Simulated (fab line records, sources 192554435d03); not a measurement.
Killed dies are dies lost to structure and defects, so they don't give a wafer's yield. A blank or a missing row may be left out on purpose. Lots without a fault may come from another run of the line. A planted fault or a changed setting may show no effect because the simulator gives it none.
Chamber matching | flow n5_finfet | N5_FIN_CUT_ETCH_30 on rie_diel-05: 4 sister chambers
The step etches underlayer in N2/H2, target depth 13 nm, time 10.4 s. 4 wafers are shown with their chamber, then 7 later ones without.

WAFERS WITH THEIR CHAMBER
wafer  | chamber | showerhead_plenum_p_Torr (Torr)
L081.6 | 3       | 2.43
L086.2 | 0       | 2.64
L092.2 | 1       | 2.59
L092.4 | 2       | 2.43

WAFERS WITHOUT THEIR CHAMBER
wafer  | showerhead_plenum_p_Torr (Torr)
L092.5 | 2.59
L095.1 | 2.42
L095.3 | 2.59
L095.6 | 2.42
L097.1 | 2.63
L097.3 | 2.43
L097.6 | 2.63

WHICH CHAMBER EACH WENT THROUGH
wafer  | from the rows above     | in truth
L092.5 | 1                       | 1
L095.1 | can't be placed: 2 or 3 | 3
L095.3 | 1                       | 1
L095.6 | can't be placed: 2 or 3 | 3
L097.1 | 0                       | 0
L097.3 | can't be placed: 2 or 3 | 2
L097.6 | 0                       | 0
Placed correctly: 4 of 7. Can't be placed from these rows: 3 (the true chamber is among the candidates in 3). Placed wrongly: 0.
How it was worked out, from the rows above alone: a wafer's distance from a chamber is the root of the sum, over the readings, of the square of ((its reading less the chamber's mean) divided by the reading's scatter). The wafer belongs to the nearest chamber; if the next one is less than 2 further off, it can't be placed. A chamber's mean is the mean of its shown wafers. The scatter: with one shown wafer a chamber, the root of the mean of the squares of how far each hidden wafer lies from its nearest shown one.
